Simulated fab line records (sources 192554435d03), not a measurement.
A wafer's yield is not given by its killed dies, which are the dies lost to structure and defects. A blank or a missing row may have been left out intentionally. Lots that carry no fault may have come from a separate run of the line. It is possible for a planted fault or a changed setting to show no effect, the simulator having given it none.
Which of the tools did it?    flow n5Finfet    23 wafers from 8 lots sampled at 6 of the route's 1938 steps

== WHAT THE GAUGES SHOWED, per wafer ==
N5_BEOL_M4_RC_MEAS_101. Usual: DIBL_N 36.1 mV/V, standard deviation 1.3; DIBL_P 36.1 mV/V, standard deviation 1.7; IOFF_N 0.154 nA/um, standard deviation 0.022; IOFF_P 0.201 nA/um, standard deviation 0.024; ION_N 675 uA/um, standard deviation 8.9; ION_P 462 uA/um, standard deviation 5.9; SS_N 71.5 mV/dec, standard deviation 0.49; SS_P 73.3 mV/dec, standard deviation 0.58; VT_N 250.0 mV, standard deviation 2.7; VT_P -251.3 mV, standard deviation 2.7.
lot   measured      on         DIBL_N (mV/V)   DIBL_P (mV/V)   IOFF_N (nA/um)     IOFF_P (nA/um)     ION_N (uA/um)  ION_P (uA/um)  SS_N (mV/dec)   SS_P (mV/dec)   VT_N (mV)          VT_P (mV)             flag
L638  day 8 21:16   prober-02  37.6 38.4 35.2  37.2 38.5 34.9  0.164 0.181 0.134  0.216 0.235 0.184  681 684 681    468 468 466    71.6 72.1 71.5  73.5 73.9 73.4  250.3 248.3 252.3  -249.2 -249.2 -253.5  
L641  day 9 07:28   prober-01  35.3 35.0 35.2  36.2 35.3 35.5  0.149 0.136 0.145  0.205 0.181 0.195  684 676 682    467 468 468    71.1 70.5 70.8  72.6 72.9 73.2  248.5 251.2 248.5  -249.8 -249.1 -248.5  
L643  day 10 11:20  prober-01  35.2 36.0 36.5  35.5 35.5 36.9  0.131 0.134 0.146  0.189 0.192 0.214  672 668 676    461 463 465    71.0 71.3 71.0  73.0 72.4 73.2  251.7 250.1 249.3  -250.1 -248.9 -249.1  
L644  day 10 15:41  prober-02  35.2 35.0 36.8  34.1 35.0 36.7  0.136 0.151 0.176  0.174 0.192 0.218  662 672 679    452 460 462    71.4 71.7 71.6  72.9 73.4 74.1  253.5 252.1 247.8  -250.5 -250.9 -250.6  
L648  day 11 16:36  prober-01  32.9 33.4 33.5  32.7 33.6 32.3  0.124 0.129 0.119  0.164 0.179 0.157  677 664 671    465 458 460    71.2 71.1 71.3  73.2 73.4 72.7  251.8 251.4 255.1  -253.6 -254.2 -254.7  
L649  day 11 21:38  prober-02  36.6 36.9 36.5  35.2 35.6 35.4  0.166 0.167 0.162  0.215 0.219 0.207  678 681 685    455 465 461    71.7 71.5 71.4  73.0 73.0 73.1  246.1 246.6 246.0  -251.5 -250.9 -250.9  
L651  day 11 22:54  prober-01  36.7 37.5 35.5  38.5 40.4 37.5  0.165 0.185 0.140  0.205 0.235 0.195  672 682 654    457 459 449    72.0 71.9 71.7  73.8 74.1 73.5  250.8 251.0 254.2  -254.0 -249.4 -251.7  
L652  day 12 23:49  prober-02  36.5 35.8       37.5 37.1       0.156 0.146        0.221 0.205        674 665        468 464        71.2 72.0       73.8 72.9       251.3 253.0        -248.6 -247.0         

== WHICH TOOL RAN EACH LOT (tool, then ch and the chambers of the sampled wafers, then the start) ==
lot   N5_MOL_CONTACT_COAG_CONTACT_ETCH_14  N5_MOL_CONTACT_COAG_ETCH_110      N5_MOL_CONTACT_COAG_SPUTTER_143  N5_MOL_CONTACT_COAG_ALD_123      N5_MOL_CONTACT_COAG_ETCH_124
L638  rieDiel-01 ch 0,3, day 5 11:58       rieDiel-01 ch 0,3, day 5 12:04    pvdSputter-01, day 5 15:09       aldSin-04 ch 0,2, day 5 21:23    rieDiel-02 ch 0,3, day 6 00:28
L641  rieDiel-02 ch 0,2,3, day 6 03:33     rieDiel-02 ch 0,2,3, day 6 03:38  pvdSputter-03, day 6 06:42       aldSin-04 ch 1,2,3, day 6 13:03  rieDiel-01 ch 0,1, day 6 16:32
L643  rieDiel-06 ch 0,1,2, day 6 16:47     rieDiel-06 ch 0,1,2, day 6 16:53  pvdSputter-02, day 6 19:01       aldSin-04 ch 1,2,3, day 7 00:44  rieDiel-06 ch 0,1,3, day 7 03:35
L644  rieDiel-02 ch 0,1, day 6 22:29       rieDiel-02 ch 0,1, day 6 22:35    pvdSputter-03, day 7 01:24       aldSin-04 ch 1,2,3, day 7 06:56  rieDiel-06 ch 0,1, day 7 10:17
L648  rieDiel-01 ch 2,3, day 7 22:35       rieDiel-01 ch 2,3, day 7 22:41    pvdSputter-01, day 8 01:08       aldSin-04 ch 0,1,3, day 8 06:42  rieDiel-01 ch 1,2, day 8 10:48
L649  rieDiel-02 ch 0,2,3, day 8 04:07     rieDiel-02 ch 0,2,3, day 8 04:12  pvdSputter-01, day 8 08:52       aldSin-03 ch 1,2,3, day 8 17:35  rieDiel-01 ch 0,1,3, day 8 21:39
L651  rieDiel-01 ch 1,2,3, day 8 17:05     rieDiel-01 ch 1,2,3, day 8 17:11  pvdSputter-03, day 8 19:58       aldSin-04 ch 0,2,3, day 9 01:45  rieDiel-06 ch 1,2,3, day 9 04:59
L652  rieDiel-02 ch 0,2, day 8 21:27       rieDiel-02 ch 0,2, day 8 21:33    pvdSputter-02, day 8 23:09       aldSin-04 ch 2,3, day 9 05:03    rieDiel-02 ch 1,2, day 9 08:00
- N5_MOL_CONTACT_COAG_CONTACT_ETCH_14: etches SiO2 in C4F6/O2, target depth 27.5 nm, overetch 8.5 nm, time 20 s.
- N5_MOL_CONTACT_COAG_ETCH_110: etches Si in CF4/O2, target depth 2.5 nm, time 8 s.
- N5_MOL_CONTACT_COAG_SPUTTER_143: material Co, target thk 2.5 nm.
- N5_MOL_CONTACT_COAG_ALD_123: deposits SiNx, target thk 5 nm, pulse time 1 s, purge time 2 s.
- N5_MOL_CONTACT_COAG_ETCH_124: etches SiNx in CH3F/O2, stops on SiOC, target depth 6.5 nm.

== WHAT THE TOOLS THEMSELVES READ (means of the sampled wafers that have a number; where no wafer has one, the mark that the record gives instead) ==
N5_MOL_CONTACT_COAG_CONTACT_ETCH_14. Usual: value, then standard deviation, for each; drypumpMotorCurrentA 5.7 A / 0.35; mfcArSccm 300.1 sccm / 0.88; oes_f_703_au 0.79 a.u. / 0.096; oesProductAu 0.67 a.u. / 0.085; rfVppV 692.2 V / 2.6; showerheadPlenumPTorr 2.87 Torr / 0.077; throttleValvePct 21.19 % / 0.26.
lot   tool        drypumpMotorCurrentA (A)  mfcArSccm (sccm)  oes_f_703_au (a.u.)  oesProductAu (a.u.)  rfVppV (V)  showerheadPlenumPTorr (Torr)  throttleValvePct (%)  flag
L638  rieDiel-01  5.6                       299.2             0.68                 0.57                 691.3       2.84                          21.47                 
L641  rieDiel-02  5.6                       299.9             0.80                 0.67                 694.0       2.94                          21.03                 
L643  rieDiel-06  5.5                       299.9             0.86                 0.72                 694.6       2.92                          21.11                 
L644  rieDiel-02  5.9                       300.6             0.80                 0.68                 695.0       2.93                          21.00                 
L648  rieDiel-01  6.2                       299.9             0.93                 0.80                 690.8       2.83                          21.01                 
L649  rieDiel-02  5.6                       299.7             0.79                 0.66                 694.2       2.93                          21.08                 
L651  rieDiel-01  5.9                       300.1             0.83                 0.71                 690.0       2.83                          21.23                 
L652  rieDiel-02  5.8                       299.5             0.79                 0.67                 692.8       2.90                          21.02                 

N5_MOL_CONTACT_COAG_ETCH_110. Usual: value, then standard deviation, for each; drypumpMotorCurrentA 5.7 A / 0.35; mfcArSccm 100.0 sccm / 0.32; oes_f_703_au 0.79 a.u. / 0.096; oesProductAu 0.79 a.u. / 0.1; rfVppV 127.5 V / 1.2; showerheadPlenumPTorr 2.21 Torr / 0.056; throttleValvePct 10.7 % / 0.34.
lot   tool        drypumpMotorCurrentA (A)  mfcArSccm (sccm)  oes_f_703_au (a.u.)  oesProductAu (a.u.)  rfVppV (V)  showerheadPlenumPTorr (Torr)  throttleValvePct (%)  flag
L638  rieDiel-01  5.6                       99.8              0.68                 0.67                 127.1       2.19                          11.1                  
L641  rieDiel-02  5.6                       100.0             0.81                 0.81                 129.4       2.27                          10.5                  
L643  rieDiel-06  5.5                       100.1             0.86                 0.85                 126.5       2.25                          10.5                  
L644  rieDiel-02  5.9                       100.0             0.80                 0.81                 128.3       2.26                          10.5                  
L648  rieDiel-01  6.2                       100.1             0.93                 0.94                 128.3       2.18                          10.3                  
L649  rieDiel-02  5.6                       100.0             0.79                 0.79                 127.9       2.26                          10.6                  
L651  rieDiel-01  5.9                       99.8              0.83                 0.83                 127.8       2.19                          10.7                  
L652  rieDiel-02  5.8                       100.2             0.79                 0.79                 127.5       2.23                          10.5                  

N5_MOL_CONTACT_COAG_SPUTTER_143. Usual: throttleValvePct 29.7 %, standard deviation 0.95.
lot   tool           throttleValvePct (%)  flag
L638  pvdSputter-01  29.9                  
L641  pvdSputter-03  30.3                  
L643  pvdSputter-02  29.3                  
L644  pvdSputter-03  30.5                  
L648  pvdSputter-01  29.4                  
L649  pvdSputter-01  29.9                  
L651  pvdSputter-03  30.6                  
L652  pvdSputter-02  29.3                  

N5_MOL_CONTACT_COAG_ALD_123. Usual: heaterPowerW 831 W, standard deviation 77; precursorPulseHeightRel 0.998, standard deviation 0.018.
lot   tool       heaterPowerW (W)  precursorPulseHeightRel  flag
L638  aldSin-04  793               0.999                    
L641  aldSin-04  831               1.005                    
L643  aldSin-04  825               1.013                    
L644  aldSin-04  812               0.985                    
L648  aldSin-04  785               1.001                    
L649  aldSin-03  821               1.011                    
L651  aldSin-04  845               0.991                    
L652  aldSin-04  891               0.998                    

N5_MOL_CONTACT_COAG_ETCH_124. Usual: value, then standard deviation, for each; drypumpMotorCurrentA 5.7 A / 0.35; mfcArSccm 150.0 sccm / 0.45; oes_f_703_au 0.80 a.u. / 0.098; oesProductAu 0.68 a.u. / 0.082; rfVppV 297.1 V / 2.1; showerheadPlenumPTorr 1.99 Torr / 0.069; throttleValvePct 16.24 % / 0.26.
lot   tool        drypumpMotorCurrentA (A)  mfcArSccm (sccm)  oes_f_703_au (a.u.)  oesProductAu (a.u.)  rfVppV (V)  showerheadPlenumPTorr (Torr)  throttleValvePct (%)  flag
L638  rieDiel-02  5.7                       150.2             0.75                 0.64                 300.1       2.08                          16.12                 
L641  rieDiel-01  5.3                       150.0             0.68                 0.57                 297.0       1.97                          16.65                 
L643  rieDiel-06  5.7                       150.1             0.76                 0.65                 296.6       2.00                          16.26                 
L644  rieDiel-06  5.4                       150.0             0.81                 0.70                 297.8       2.08                          16.20                 
L648  rieDiel-01  5.7                       149.7             0.79                 0.60                 298.0       1.96                          16.19                 
L649  rieDiel-01  5.7                       150.5             0.88                 0.75                 298.6       1.97                          16.33                 
L651  rieDiel-06  5.8                       150.0             0.78                 0.59                 295.5       1.95                          16.26                 
L652  rieDiel-02  5.8                       150.3             0.87                 0.62                 295.5       1.96                          16.03                 

== THE ANSWER, worked out from the rows above alone ==
Rule: lot off if the mean of its wafers having a number is beyond 3 standard deviations from the usual mean. Also off: a lot with no number at a reading for which 4 or more lots have one. The other lots that the step has rows for count as sound. First the gauges in route order, then the tools' own readings, where a lot's mean is used as printed above. The first step at which some lot is off is used, and at that step the reading that is off furthest; a lot without a number counts as furthest.
None of the lots is off at any reading shown; this tells nothing.

== WHAT THE SIMULATOR HAD PUT IN ==
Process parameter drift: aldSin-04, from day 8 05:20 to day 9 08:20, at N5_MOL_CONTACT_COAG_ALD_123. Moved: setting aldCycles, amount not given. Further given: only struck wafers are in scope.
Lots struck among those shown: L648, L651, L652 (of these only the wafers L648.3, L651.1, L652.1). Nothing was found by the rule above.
